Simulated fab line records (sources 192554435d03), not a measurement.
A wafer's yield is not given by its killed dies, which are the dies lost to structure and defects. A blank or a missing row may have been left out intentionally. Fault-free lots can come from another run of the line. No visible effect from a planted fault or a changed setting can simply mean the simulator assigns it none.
fab line records    flow n5Finfet
record: lots: 24  wafers: 72  lastDay: 22
route steps=1938 shown BEOL_M4@1078 BEOL_M5@1129
lots untouched by any fault: they come from a run of this same line in which no faults occurred
startH: start of the lot's first displayed wafer, in hours after the record's first day    waitH: time in hours since the lot's previous step    " as in the row above    L1.1+2: a row that stands for several wafers    - either no value or no given start    * or withheld: withheld    < > ~ a bound
route shown NAME@n: NAME is a module with steps in the file, n the number in the route of the first one    usual: mean/standard deviation of fault-free wafers    same: alike in all rows    chamber/n: place in a boat    sites: per-site readings    _std_site: standard deviation across them    _edge_site: outer sites' mean less inner sites'    radiusMm: how far each site lies from the wafer's centre    mask NAME#n: copy n    behind: the tool/chamber that last shaped the wafer    hold: why the lot went on hold/how many hours it stayed there/how the hold came to an end    device: the n, p or np transistor that did not switch    end of line: the same wafers' tests at the end of the route    a step given without rows: its recipe and nothing more    killed: at the first sort, the dies lost to defects and structure; wafer yield is something else    map: per-die view of a wafer (x killed, . not killed, _ where there is no die)
set.NAME: the run value of the setting; set.NAME@STEP: its run value at that earlier step    model.NAME: the simulator's own value behind a step, which no gauge read
steps of the route over a sample of lots; a table a step, a row a wafer
services: from which hour (startH, from the record's first day; less than 0 if before it) a tool's chamber was out of use, for how many hours, and why
== steps ==
step: N5_BEOL_M4_CD_MEAS_35
recipe: targetCdNm: 18  targetCdYNm: 22.4  polarity: opening
usual: cdNm: 18.10/0.29
lot.wafer  tool      chamber  startH  waitH  cdNm
L074.1     cdSem-02  -        192.37  0.0    17.25
L074.3     "         -        "       "      18.21
L074.5     "         -        "       "      18.49
L075.2     cdSem-02  -        204.06  0.0    17.85
L075.4     "         -        "       "      18.04
L075.5     "         -        "       "      17.63
L077.1     cdSem-02  -        216.11  0.0    17.95
L077.4     "         -        "       "      18.10
L077.6     "         -        "       "      18.13
L076.4     cdSem-02  -        224.62  0.0    18.12
L076.5     "         -        "       "      17.87
L076.6     "         -        "       "      17.56
L078.4     cdSem-01  -        234.30  0.0    18.34
L078.5     "         -        "       "      17.98
L078.6     "         -        "       "      17.80
L079.1     cdSem-01  -        244.76  0.0    18.06
L079.3     "         -        "       "      18.36
L079.4     "         -        "       "      18.16
L080.3     cdSem-02  -        253.16  0.0    18.52
L080.4     "         -        "       "      18.01
L080.5     "         -        "       "      18.44
L081.1     cdSem-01  -        285.22  0.0    18.24
L081.2     "         -        "       "      18.14
L081.4     "         -        "       "      18.00
L083.2     cdSem-03  -        307.53  0.0    17.98
L083.3     "         -        "       "      17.98
L083.4     "         -        "       "      18.35
L084.4     cdSem-03  -        318.42  0.0    17.76
L084.5     "         -        "       "      17.68
L084.6     "         -        "       "      17.93
L085.1     cdSem-03  -        318.66  0.0    18.29
L085.2     "         -        "       "      18.32
L085.6     "         -        "       "      18.51
L086.3     cdSem-03  -        331.16  0.0    18.23
L086.5     "         -        "       "      18.00
L086.6     "         -        "       "      18.16
L087.2     cdSem-02  -        342.16  0.0    18.13
L087.4     "         -        "       "      18.03
L087.6     "         -        "       "      18.30
L090.3     cdSem-02  -        346.30  0.0    17.69
L090.5     "         -        "       "      18.09
L090.6     "         -        "       "      17.76
L088.2     cdSem-02  -        349.35  0.0    18.13
L088.5     "         -        "       "      18.35
L088.6     "         -        "       "      17.79
L097.3     cdSem-01  -        359.25  0.0    18.28
L097.4     "         -        "       "      18.20
L097.5     "         -        "       "      17.80
L095.4     cdSem-01  -        363.83  0.0    17.43
L095.5     "         -        "       "      17.78
L095.6     "         -        "       "      17.59
L091.1     cdSem-03  -        372.76  0.0    17.69
L091.2     "         -        "       "      18.05
L091.3     "         -        "       "      18.04
L092.1     cdSem-01  -        381.90  0.0    18.55
L092.2     "         -        "       "      18.19
L092.5     "         -        "       "      17.89
L094.1     cdSem-02  -        384.74  0.0    18.14
L094.5     "         -        "       "      18.01
L094.6     "         -        "       "      18.57
L089.1     cdSem-01  -        387.36  0.0    17.68
L089.2     "         -        "       "      17.59
L089.3     "         -        "       "      17.97
L093.1     cdSem-01  -        387.49  0.0    18.13
L093.4     "         -        "       "      18.86
L093.5     "         -        "       "      18.31
L082.1     cdSem-02  -        395.29  0.0    18.72
L082.3     "         -        "       "      18.64
L082.6     "         -        "       "      18.38
L096.3     cdSem-03  -        395.36  0.0    18.06
L096.4     "         -        "       "      17.85
L096.6     "         -        "       "      18.12
step: N5_BEOL_M4_ANNEAL_82
recipe: tempC: 400  timeS: 240  ambient: vacuum
usual: heaterPowerW: 798/73
same: timeS: 240
lot.wafer  tool           chamber  startH  waitH  heaterPowerW
L074.1     pvdSputter-02  -        193.75  0.0    771
L074.3     "              -        "       "      907
L074.5     "              -        "       "      900
L075.2     pvdSputter-02  -        207.70  0.0    771
L075.4     "              -        "       "      720
L075.5     "              -        "       "      781
L077.1     pvdSputter-01  -        217.41  0.0    716
L077.4     "              -        "       "      826
L077.6     "              -        "       "      721
L076.4     pvdSputter-01  -        226.05  0.0    706
L076.5     "              -        "       "      713
L076.6     "              -        "       "      817
L078.4     pvdSputter-01  -        235.57  0.0    834
L078.5     "              -        "       "      720
L078.6     "              -        "       "      819
L079.1     pvdSputter-01  -        247.86  0.0    716
L079.3     "              -        "       "      837
L079.4     "              -        "       "      722
L080.3     pvdSputter-02  -        254.40  0.0    787
L080.4     "              -        "       "      725
L080.5     "              -        "       "      877
L081.1     pvdSputter-01  -        287.05  0.0    834
L081.2     "              -        "       "      699
L081.4     "              -        "       "      835
L083.2     pvdSputter-02  -        308.71  0.0    885
L083.3     "              -        "       "      790
L083.4     "              -        "       "      898
L084.4     pvdSputter-01  -        319.76  0.0    714
L084.5     "              -        "       "      831
L084.6     "              -        "       "      717
L085.1     pvdSputter-03  -        321.76  0.0    810
L085.2     "              -        "       "      880
L085.6     "              -        "       "      894
L086.3     pvdSputter-02  -        332.92  0.0    873
L086.5     "              -        "       "      868
L086.6     "              -        "       "      772
L087.2     pvdSputter-03  -        344.15  0.0    791
L087.4     "              -        "       "      931
L087.6     "              -        "       "      786
L090.3     pvdSputter-01  -        348.83  0.0    718
L090.5     "              -        "       "      819
L090.6     "              -        "       "      715
L088.2     pvdSputter-02  -        352.49  0.0    920
L088.5     "              -        "       "      937
L088.6     "              -        "       "      781
L097.3     pvdSputter-03  -        362.04  0.0    708
L097.4     "              -        "       "      939
L097.5     "              -        "       "      790
L095.4     pvdSputter-02  -        365.59  0.0    941
L095.5     "              -        "       "      784
L095.6     "              -        "       "      722
L091.1     pvdSputter-01  -        373.94  0.0    831
L091.2     "              -        "       "      824
L091.3     "              -        "       "      716
L092.1     pvdSputter-01  -        383.01  0.0    717
L092.2     "              -        "       "      833
L092.5     "              -        "       "      822
L094.1     pvdSputter-01  -        387.72  0.0    710
L094.5     "              -        "       "      844
L094.6     "              -        "       "      728
L089.1     pvdSputter-03  -        388.74  0.0    700
L089.2     "              -        "       "      909
L089.3     "              -        "       "      806
L093.1     pvdSputter-02  -        388.91  0.0    715
L093.4     "              -        "       "      922
L093.5     "              -        "       "      876
L082.1     pvdSputter-02  -        397.28  0.0    860
L082.3     "              -        "       "      722
L082.6     "              -        "       "      883
L096.3     pvdSputter-01  -        398.47  0.0    739
L096.4     "              -        "       "      821
L096.6     "              -        "       "      808
step: N5_BEOL_M4_SPUTTER_94
recipe: material: Cu  targetThkA: 45  tempC: -20  chamberPressurePa: 0.07  powerW: withheld  timeS: 8.29
usual: throttleValvePct: 29.5/1
same: timeS: 8.29
lot.wafer  tool           chamber  startH  waitH  throttleValvePct
L074.1     pvdSputter-02  -        194.77  0.1    28.7
L074.3     "              -        "       "      30.8
L074.5     "              -        "       "      31.0
L075.2     pvdSputter-02  -        208.72  0.1    28.7
L075.4     "              -        "       "      28.7
L075.5     "              -        "       "      28.8
L077.1     pvdSputter-01  -        218.43  0.1    30.1
L077.4     "              -        "       "      29.7
L077.6     "              -        "       "      31.7
L076.4     pvdSputter-01  -        227.07  0.1    31.4
L076.5     "              -        "       "      31.3
L076.6     "              -        "       "      28.2
L078.4     pvdSputter-01  -        236.59  0.1    29.3
L078.5     "              -        "       "      29.9
L078.6     "              -        "       "      28.4
L079.1     pvdSputter-01  -        248.88  0.1    31.4
L079.3     "              -        "       "      29.5
L079.4     "              -        "       "      30.1
L080.3     pvdSputter-02  -        255.42  0.1    28.8
L080.4     "              -        "       "      28.7
L080.5     "              -        "       "      30.2
L081.1     pvdSputter-01  -        288.07  0.1    29.4
L081.2     "              -        "       "      31.5
L081.4     "              -        "       "      28.5
L083.2     pvdSputter-02  -        309.73  0.1    30.0
L083.3     "              -        "       "      28.6
L083.4     "              -        "       "      31.0
L084.4     pvdSputter-01  -        320.78  0.1    31.4
L084.5     "              -        "       "      29.4
L084.6     "              -        "       "      30.1
L085.1     pvdSputter-03  -        322.78  0.1    29.1
L085.2     "              -        "       "      29.3
L085.6     "              -        "       "      29.4
L086.3     pvdSputter-02  -        333.94  0.1    29.9
L086.5     "              -        "       "      30.1
L086.6     "              -        "       "      28.6
L087.2     pvdSputter-03  -        345.17  0.1    29.5
L087.4     "              -        "       "      28.7
L087.6     "              -        "       "      29.4
L090.3     pvdSputter-01  -        349.85  0.1    31.2
L090.5     "              -        "       "      28.4
L090.6     "              -        "       "      31.2
L088.2     pvdSputter-02  -        353.51  0.1    30.9
L088.5     "              -        "       "      30.9
L088.6     "              -        "       "      28.4
L097.3     pvdSputter-03  -        363.06  0.1    28.2
L097.4     "              -        "       "      28.6
L097.5     "              -        "       "      29.3
L095.4     pvdSputter-02  -        366.61  0.1    30.8
L095.5     "              -        "       "      28.7
L095.6     "              -        "       "      28.9
L091.1     pvdSputter-01  -        374.96  0.1    29.4
L091.2     "              -        "       "      28.5
L091.3     "              -        "       "      29.9
L092.1     pvdSputter-01  -        384.03  0.1    31.4
L092.2     "              -        "       "      28.5
L092.5     "              -        "       "      28.6
L094.1     pvdSputter-01  -        388.74  0.1    29.8
L094.5     "              -        "       "      29.1
L094.6     "              -        "       "      30.1
L089.1     pvdSputter-03  -        389.76  0.1    28.2
L089.2     "              -        "       "      29.3
L089.3     "              -        "       "      29.2
L093.1     pvdSputter-02  -        389.93  0.1    28.8
L093.4     "              -        "       "      31.2
L093.5     "              -        "       "      30.1
L082.1     pvdSputter-02  -        398.30  0.1    30.1
L082.3     "              -        "       "      28.9
L082.6     "              -        "       "      30.2
L096.3     pvdSputter-01  -        399.49  0.1    30.4
L096.4     "              -        "       "      28.4
L096.6     "              -        "       "      28.6
step: N5_BEOL_M4_ANNEAL_95
recipe: tempC: 400  timeS: 240  ambient: vacuum
usual: heaterPowerW: 797/73
same: timeS: 240
lot.wafer  tool           chamber  startH  waitH  heaterPowerW
L074.1     pvdSputter-02  -        194.85  0.0    764
L074.3     "              -        "       "      937
L074.5     "              -        "       "      922
L075.2     pvdSputter-02  -        208.80  0.0    767
L075.4     "              -        "       "      728
L075.5     "              -        "       "      771
L077.1     pvdSputter-01  -        218.51  0.0    722
L077.4     "              -        "       "      823
L077.6     "              -        "       "      708
L076.4     pvdSputter-01  -        227.15  0.0    714
L076.5     "              -        "       "      702
L076.6     "              -        "       "      815
L078.4     pvdSputter-01  -        236.67  0.0    837
L078.5     "              -        "       "      717
L078.6     "              -        "       "      822
L079.1     pvdSputter-01  -        248.96  0.0    695
L079.3     "              -        "       "      837
L079.4     "              -        "       "      714
L080.3     pvdSputter-02  -        255.50  0.0    776
L080.4     "              -        "       "      724
L080.5     "              -        "       "      875
L081.1     pvdSputter-01  -        288.15  0.0    842
L081.2     "              -        "       "      713
L081.4     "              -        "       "      835
L083.2     pvdSputter-02  -        309.81  0.0    889
L083.3     "              -        "       "      787
L083.4     "              -        "       "      909
L084.4     pvdSputter-01  -        320.86  0.0    709
L084.5     "              -        "       "      844
L084.6     "              -        "       "      722
L085.1     pvdSputter-03  -        322.86  0.0    794
L085.2     "              -        "       "      891
L085.6     "              -        "       "      899
L086.3     pvdSputter-02  -        334.02  0.0    858
L086.5     "              -        "       "      873
L086.6     "              -        "       "      776
L087.2     pvdSputter-03  -        345.25  0.0    783
L087.4     "              -        "       "      918
L087.6     "              -        "       "      779
L090.3     pvdSputter-01  -        349.93  0.0    691
L090.5     "              -        "       "      817
L090.6     "              -        "       "      718
L088.2     pvdSputter-02  -        353.59  0.0    907
L088.5     "              -        "       "      901
L088.6     "              -        "       "      787
L097.3     pvdSputter-03  -        363.14  0.0    699
L097.4     "              -        "       "      904
L097.5     "              -        "       "      793
L095.4     pvdSputter-02  -        366.69  0.0    941
L095.5     "              -        "       "      770
L095.6     "              -        "       "      730
L091.1     pvdSputter-01  -        375.04  0.0    819
L091.2     "              -        "       "      810
L091.3     "              -        "       "      730
L092.1     pvdSputter-01  -        384.11  0.0    703
L092.2     "              -        "       "      807
L092.5     "              -        "       "      810
L094.1     pvdSputter-01  -        388.82  0.0    715
L094.5     "              -        "       "      836
L094.6     "              -        "       "      719
L089.1     pvdSputter-03  -        389.84  0.0    715
L089.2     "              -        "       "      888
L089.3     "              -        "       "      780
L093.1     pvdSputter-02  -        390.01  0.0    711
L093.4     "              -        "       "      913
L093.5     "              -        "       "      845
L082.1     pvdSputter-02  -        398.38  0.0    876
L082.3     "              -        "       "      731
L082.6     "              -        "       "      874
L096.3     pvdSputter-01  -        399.57  0.0    729
L096.4     "              -        "       "      815
L096.6     "              -        "       "      805
step: N5_BEOL_M5_DESCUM_16
recipe: chemistry: O2  timeS: 7  sourcePowerW: 50  biasPowerW: 20  pressureMtorr: 20  rfFrequencyHz: 2.712e+07  tempC: 40  resist: CAR-EUV  o2FlowSccm: 225
usual: drypumpMotorCurrentA: 5.9/0.38  oesProductAu: 0.81/0.072  rfFwdPowerW: 49.30/0.24  rfVppV: 243.0/1.4  showerheadPlenumPTorr: 2.09/0.067  throttleValvePct: 20.38/0.23
same: timeS: 7
lot.wafer  tool        chamber  startH  waitH  drypumpMotorCurrentA  oesProductAu  rfFwdPowerW  rfHoursCounterH  rfVppV  showerheadPlenumPTorr  throttleValvePct
L074.1     rieDiel-03  0        199.48  0.3    6.0                   0.87          49.12        45               240.7   2.05                   20.62
L074.3     "           2        "       "      5.8                   0.83          49.25        59               243.6   2.12                   20.35
L074.5     "           2        "       "      5.8                   0.84          49.39        -                244.9   2.12                   20.37
L075.2     rieDiel-03  0        213.42  0.1    6.0                   0.86          49.20        48               242.5   2.05                   20.63
L075.4     "           1        "       "      5.2                   0.69          49.11        231              244.9   2.15                   20.25
L075.5     "           3        "       "      6.2                   0.80          49.24        -                242.5   2.02                   20.21
L077.1     rieDiel-03  0        222.72  0.0    6.0                   0.86          49.12        52               242.6   2.05                   20.62
L077.4     "           2        "       "      5.9                   0.83          49.49        66               244.2   2.12                   20.37
L077.6     "           0        "       "      6.0                   0.86          49.34        -                242.4   2.05                   20.64
L076.4     rieDiel-03  3        231.32  0.0    6.2                   0.80          49.11        111              242.0   2.01                   20.22
L076.5     "           3        "       "      6.1                   0.79          49.24        -                241.3   2.01                   20.22
L076.6     "           0        "       "      6.0                   0.85          49.20        -                241.7   2.05                   20.63
L078.4     rieDiel-01  0        241.70  0.1    5.4                   0.89          49.35        -                243.2   2.05                   20.39
L078.5     "           2        "       "      5.7                   0.80          49.77        -                241.8   2.12                   20.69
L078.6     "           3        "       "      6.1                   0.87          49.20        -                243.8   2.13                   20.30
L079.1     rieDiel-06  3        253.15  0.3    5.8                   0.67          49.21        251              241.8   1.97                   20.32
L079.3     "           0        "       "      6.5                   0.75          49.29        165              244.0   2.18                   20.46
L079.4     "           1        "       "      6.3                   0.91          49.35        33               242.3   2.05                   20.46
L080.3     rieDiel-06  1        259.47  0.0    6.3                   0.91          49.11        35               241.6   2.05                   20.46
L080.4     "           3        "       "      5.8                   0.68          49.05        253              240.7   1.97                   20.30
L080.5     "           2        "       "      5.5                   0.78          49.05        -                242.3   2.10                   20.38
L081.1     rieDiel-01  2        292.43  0.1    5.7                   0.78          49.64        101              244.5   2.11                   20.68
L081.2     "           3        "       "      6.1                   0.85          49.50        61               242.8   2.13                   20.34
L081.4     "           3        "       "      6.1                   0.86          49.38        -                245.0   2.13                   20.33
L083.2     rieDiel-06  0        313.88  0.1    6.5                   0.73          49.36        180              244.9   2.18                   20.47
L083.3     "           1        "       "      6.3                   0.89          49.03        42               241.6   2.04                   20.47
L083.4     "           0        "       "      6.5                   0.74          49.23        -                244.5   2.18                   20.49
L084.4     rieDiel-06  0        324.45  0.0    6.5                   0.73          49.05        182              244.4   2.18                   20.48
L084.5     "           3        "       "      5.8                   0.97          48.93        -                246.3   2.23                   19.90
L084.6     "           0        "       "      6.5                   0.74          48.91        -                245.4   2.18                   20.48
L085.1     rieDiel-01  3        327.22  0.0    6.1                   0.84          49.47        68               244.0   2.12                   20.33
L085.2     "           0        "       "      5.4                   0.85          49.18        51               241.6   2.04                   20.43
L085.6     "           2        "       "      5.7                   0.78          49.68        -                244.0   2.11                   20.69
L086.3     rieDiel-03  0        339.50  0.3    6.0                   0.82          49.60        86               241.6   2.04                   20.69
L086.5     "           0        "       "      6.0                   0.81          49.35        -                239.7   2.04                   20.68
L086.6     "           3        "       "      6.2                   0.76          49.44        -                242.8   2.00                   20.26
L087.2     rieDiel-03  1        349.77  0.0    5.2                   0.95          48.85        8                244.5   2.14                   19.91
L087.4     "           0        "       "      6.0                   0.81          49.30        88               240.6   2.04                   20.69
L087.6     "           2        "       "      5.8                   0.78          49.70        -                244.7   2.11                   20.42
L090.3     rieDiel-03  2        353.67  0.1    5.9                   0.78          49.47        102              243.3   2.11                   20.42
L090.5     "           0        "       "      6.0                   0.81          49.45        -                242.0   2.04                   20.68
L090.6     "           3        "       "      6.2                   0.76          49.39        -                241.4   2.00                   20.26
L088.2     rieDiel-06  0        357.89  0.0    6.5                   0.73          49.40        189              243.3   2.17                   20.48
L088.5     "           1        "       "      6.2                   0.87          49.46        -                242.3   2.04                   20.49
L088.6     "           0        "       "      6.5                   0.73          49.45        -                244.9   2.17                   20.47
L097.3     rieDiel-06  0        368.20  0.0    6.5                   0.73          49.26        192              245.0   2.17                   20.49
L097.4     "           2        "       "      5.5                   0.76          49.17        154              242.6   2.10                   20.42
L097.5     "           3        "       "      5.8                   0.93          49.01        -                245.5   2.23                   19.92
L095.4     rieDiel-03  1        372.63  0.3    5.2                   0.95          49.09        12               244.7   2.14                   19.91
L095.5     "           3        "       "      6.2                   0.76          49.31        -                242.2   2.00                   20.26
L095.6     "           2        "       "      5.9                   0.78          49.72        -                244.2   2.11                   20.45
L091.1     rieDiel-03  2        379.81  0.0    5.9                   0.78          49.87        108              242.4   2.10                   20.44
L091.2     "           0        "       "      6.0                   0.81          49.65        95               241.0   2.04                   20.71
L091.3     "           1        "       "      5.2                   0.93          49.00        14               243.1   2.14                   19.93
L092.1     rieDiel-03  3        388.18  0.0    6.2                   0.75          49.33        154              241.0   2.00                   20.30
L092.2     "           1        "       "      5.2                   0.94          49.01        17               244.4   2.14                   19.93
L092.5     "           3        "       "      6.2                   0.75          49.19        -                241.5   2.00                   20.30
L094.1     rieDiel-03  1        395.41  0.1    5.2                   0.92          48.99        18               244.1   2.14                   19.91
L094.5     "           1        "       "      5.2                   0.92          49.18        -                242.1   2.14                   19.93
L094.6     "           0        "       "      6.0                   0.79          49.14        -                241.9   2.04                   20.67
L089.1     rieDiel-03  1        395.74  0.2    5.2                   0.92          48.95        18               242.5   2.14                   19.93
L089.2     "           3        "       "      6.2                   0.75          49.64        156              240.6   2.00                   20.28
L089.3     "           0        "       "      6.0                   0.80          49.32        99               242.0   2.04                   20.71
L093.1     rieDiel-01  2        395.81  0.1    5.7                   0.77          49.45        123              243.1   2.10                   20.71
L093.4     "           1        "       "      5.6                   0.89          49.57        33               244.5   2.22                   20.42
L093.5     "           1        "       "      5.6                   0.90          49.26        -                246.1   2.22                   20.40
L082.1     rieDiel-03  2        405.54  0.0    5.9                   0.77          49.52        113              243.1   2.10                   20.45
L082.3     "           3        "       "      6.2                   0.75          49.37        159              241.6   2.00                   20.30
L082.6     "           3        "       "      6.2                   0.75          49.64        -                242.1   2.00                   20.28
L096.3     rieDiel-06  2        405.79  0.1    5.5                   0.75          48.98        161              243.1   2.09                   20.42
L096.4     "           0        "       "      6.5                   0.73          49.36        198              244.0   2.17                   20.49
L096.6     "           3        "       "      5.8                   0.91          49.17        -                246.0   2.23                   19.93
step: N5_BEOL_M5_ETCH_72
recipe: chemistry: N2/H2  target: underlayer  targetDepthA: 65  maskMaterial: CAR-EUV  timeS: 5.2  ionEnergyEv: 200  pressureMtorr: 30  sourceW: 840  biasW: 150  n2FlowSccm: 200  h2FlowSccm: 200  ends: cleared
usual: drypumpMotorCurrentA: 5.9/0.38  etchRfOnTimeS: 5.19/0.065  oesProductAu: 0.70/0.061  rfFwdPowerW: 819.4/2.3  rfVppV: 523.7/2.5  showerheadPlenumPTorr: 2.54/0.081  throttleValvePct: 17.79/0.2
lot.wafer  tool        chamber  startH  waitH  drypumpMotorCurrentA  etchRfOnTimeS  oesProductAu  rfFwdPowerW  rfHoursCounterH  rfVppV  showerheadPlenumPTorr  throttleValvePct
L074.1     rieDiel-03  0        199.52  0.0    6.0                   5.16           0.74          818.9        45               522.7   2.48                   17.93
L074.3     "           2        "       "      5.9                   5.12           0.71          817.6        59               523.4   2.59                   17.86
L074.5     "           2        "       "      5.9                   5.09           0.71          818.7        -                523.6   2.59                   17.85
L075.2     rieDiel-03  0        213.46  0.0    6.0                   5.20           0.75          818.1        48               521.8   2.48                   17.94
L075.4     "           1        "       "      5.2                   5.24           0.60          817.2        231              525.8   2.61                   17.74
L075.5     "           3        "       "      6.2                   5.18           0.69          815.0        -                520.9   2.45                   17.62
L077.1     rieDiel-03  0        222.76  0.0    6.0                   5.18           0.73          817.9        52               518.9   2.48                   17.92
L077.4     "           2        "       "      5.9                   5.20           0.70          820.6        66               523.3   2.58                   17.85
L077.6     "           0        "       "      6.0                   5.18           0.73          815.2        -                521.4   2.48                   17.92
L076.4     rieDiel-03  3        231.36  0.0    6.2                   5.26           0.68          821.2        111              521.0   2.45                   17.60
L076.5     "           3        "       "      6.2                   5.21           0.68          821.8        -                520.4   2.45                   17.61
L076.6     "           0        "       "      6.0                   5.14           0.72          819.3        -                523.0   2.48                   17.95
L078.4     rieDiel-01  0        241.72  0.0    5.4                   5.19           0.76          820.8        -                522.0   2.49                   17.81
L078.5     "           2        "       "      5.7                   5.26           0.68          823.8        -                524.5   2.57                   18.12
L078.6     "           3        "       "      6.1                   5.09           0.76          821.9        -                525.6   2.59                   17.71
L079.1     rieDiel-06  3        253.19  0.0    5.8                   5.22           0.57          819.0        251              521.4   2.40                   17.79
L079.3     "           0        "       "      6.5                   5.27           0.64          815.1        165              527.6   2.64                   17.90
L079.4     "           1        "       "      6.3                   5.09           0.77          820.1        33               522.1   2.49                   17.87
L080.3     rieDiel-06  1        259.51  0.0    6.3                   5.23           0.76          818.7        35               521.3   2.49                   17.87
L080.4     "           3        "       "      5.8                   5.32           0.58          818.2        253              518.8   2.40                   17.81
L080.5     "           2        "       "      5.5                   5.14           0.67          822.9        -                524.0   2.56                   17.71
L081.1     rieDiel-01  2        292.46  0.0    5.7                   5.14           0.68          821.8        101              527.0   2.56                   18.13
L081.2     "           3        "       "      6.1                   5.00           0.74          819.8        61               524.9   2.59                   17.72
L081.4     "           3        "       "      6.1                   4.97           0.74          820.7        -                524.1   2.59                   17.74
L083.2     rieDiel-06  0        313.91  0.0    6.5                   5.30           0.62          819.9        180              527.3   2.63                   17.95
L083.3     "           1        "       "      6.3                   5.15           0.75          819.2        42               519.4   2.49                   17.90
L083.4     "           0        "       "      6.5                   5.27           0.62          816.6        -                526.5   2.63                   17.93
L084.4     rieDiel-06  0        324.49  0.0    6.5                   5.22           0.63          817.4        182              526.0   2.63                   17.93
L084.5     "           3        "       "      5.8                   5.12           0.84          816.9        -                527.5   2.72                   17.35
L084.6     "           0        "       "      6.5                   5.22           0.63          817.0        -                525.8   2.63                   17.94
L085.1     rieDiel-01  3        327.25  0.0    6.0                   5.05           0.73          818.7        68               527.8   2.58                   17.73
L085.2     "           0        "       "      5.4                   5.16           0.72          819.3        51               522.4   2.48                   17.82
L085.6     "           2        "       "      5.7                   5.27           0.66          815.7        -                525.1   2.56                   18.14
L086.3     rieDiel-03  0        339.54  0.0    6.0                   5.20           0.70          816.1        86               523.5   2.47                   18.00
L086.5     "           0        "       "      6.0                   5.21           0.69          817.0        -                520.6   2.47                   17.98
L086.6     "           3        "       "      6.2                   5.23           0.65          823.5        -                521.5   2.44                   17.65
L087.2     rieDiel-03  1        349.81  0.0    5.2                   5.21           0.80          820.2        8                523.0   2.60                   17.34
L087.4     "           0        "       "      6.0                   5.19           0.69          824.4        88               522.0   2.47                   17.99
L087.6     "           2        "       "      5.8                   5.18           0.66          819.7        -                525.9   2.57                   17.91
L090.3     rieDiel-03  2        353.70  0.0    5.9                   5.22           0.67          818.2        102              524.9   2.57                   17.90
L090.5     "           0        "       "      6.0                   5.18           0.70          817.7        -                522.2   2.47                   17.99
L090.6     "           3        "       "      6.2                   5.25           0.65          819.6        -                521.4   2.44                   17.65
L088.2     rieDiel-06  0        357.93  0.0    6.5                   5.33           0.62          823.6        189              524.3   2.63                   17.94
L088.5     "           1        "       "      6.3                   5.22           0.74          822.1        -                521.8   2.48                   17.89
L088.6     "           0        "       "      6.5                   5.40           0.62          823.5        -                527.7   2.63                   17.93
L097.3     rieDiel-06  0        368.24  0.0    6.5                   5.27           0.62          822.3        192              525.8   2.63                   17.96
L097.4     "           2        "       "      5.5                   5.24           0.64          815.9        154              524.8   2.55                   17.79
L097.5     "           3        "       "      5.8                   5.22           0.79          820.2        -                527.0   2.71                   17.38
L095.4     rieDiel-03  1        372.66  0.0    5.2                   5.20           0.80          815.9        12               527.1   2.60                   17.38
L095.5     "           3        "       "      6.2                   5.21           0.65          818.2        -                519.9   2.43                   17.68
L095.6     "           2        "       "      5.9                   5.15           0.67          819.5        -                523.9   2.57                   17.95
L091.1     rieDiel-03  2        379.84  0.0    5.9                   5.14           0.66          819.4        108              523.9   2.57                   17.94
L091.2     "           0        "       "      6.0                   5.15           0.69          818.2        95               522.5   2.46                   18.01
L091.3     "           1        "       "      5.2                   5.19           0.80          819.1        14               523.5   2.60                   17.38
L092.1     rieDiel-03  3        388.21  0.0    6.1                   5.23           0.64          818.8        154              520.4   2.43                   17.69
L092.2     "           1        "       "      5.2                   5.23           0.79          821.0        17               523.4   2.60                   17.38
L092.5     "           3        "       "      6.2                   5.15           0.64          820.4        -                520.4   2.43                   17.69
L094.1     rieDiel-03  1        395.44  0.0    5.2                   5.12           0.80          816.9        18               525.9   2.60                   17.41
L094.5     "           1        "       "      5.2                   5.23           0.78          819.7        -                524.0   2.60                   17.38
L094.6     "           0        "       "      6.0                   5.17           0.68          818.3        -                521.6   2.46                   18.02
L089.1     rieDiel-03  1        395.77  0.0    5.2                   5.21           0.78          814.9        18               524.6   2.60                   17.38
L089.2     "           3        "       "      6.2                   5.23           0.64          817.2        156              521.7   2.43                   17.70
L089.3     "           0        "       "      6.0                   5.18           0.68          819.9        99               518.9   2.46                   18.01
L093.1     rieDiel-01  2        395.84  0.0    5.7                   5.23           0.66          816.2        123              523.2   2.56                   18.16
L093.4     "           1        "       "      5.6                   5.15           0.76          819.3        33               530.4   2.70                   17.87
L093.5     "           1        "       "      5.6                   5.18           0.76          819.7        -                527.2   2.70                   17.89
L082.1     rieDiel-03  2        405.57  0.0    5.8                   5.20           0.66          820.8        113              523.2   2.56                   17.94
L082.3     "           3        "       "      6.2                   5.23           0.64          818.4        159              523.1   2.43                   17.71
L082.6     "           3        "       "      6.2                   5.17           0.66          815.7        -                522.7   2.43                   17.69
L096.3     rieDiel-06  2        405.83  0.0    5.5                   5.14           0.64          823.8        161              525.0   2.54                   17.82
L096.4     "           0        "       "      6.5                   5.24           0.62          822.2        198              524.9   2.63                   17.96
L096.6     "           3        "       "      5.8                   5.13           0.78          824.2        -                525.9   2.71                   17.40
== services ==
tool           chamber  startH  hours  kind
rieDiel-01     0        189.86  5.1    repair
rieDiel-01     2        208.89  1.8    repair
rieDiel-01     -        225.35  2.8    pm
rieDiel-01     1        228.66  -      clean
rieDiel-01     1        228.66  -      consumableReplace:focusRing
rieDiel-01     1        228.66  -      consumableReplace:showerhead
rieDiel-01     1        228.66  18.6   scheduledDown
rieDiel-01     1        228.66  18.6   ventCycle
rieDiel-01     2        254.21  11.8   repair
rieDiel-06     3        270.58  2.7    repair
pvdSputter-03  -        273.75  1.9    repair
rieDiel-03     1        291.71  -      clean
rieDiel-03     1        291.71  -      consumableReplace:focusRing
rieDiel-03     1        291.71  26.1   scheduledDown
rieDiel-03     1        291.71  26.1   ventCycle
rieDiel-06     3        293.02  -      clean
rieDiel-06     3        293.02  -      consumableReplace:focusRing
rieDiel-06     3        293.02  -      consumableReplace:showerhead
rieDiel-06     3        293.02  24.9   scheduledDown
rieDiel-06     3        293.02  24.9   ventCycle
rieDiel-01     0        323.77  1.3    repair
pvdSputter-03  -        368.86  6.0    repair
== key ==
fault none
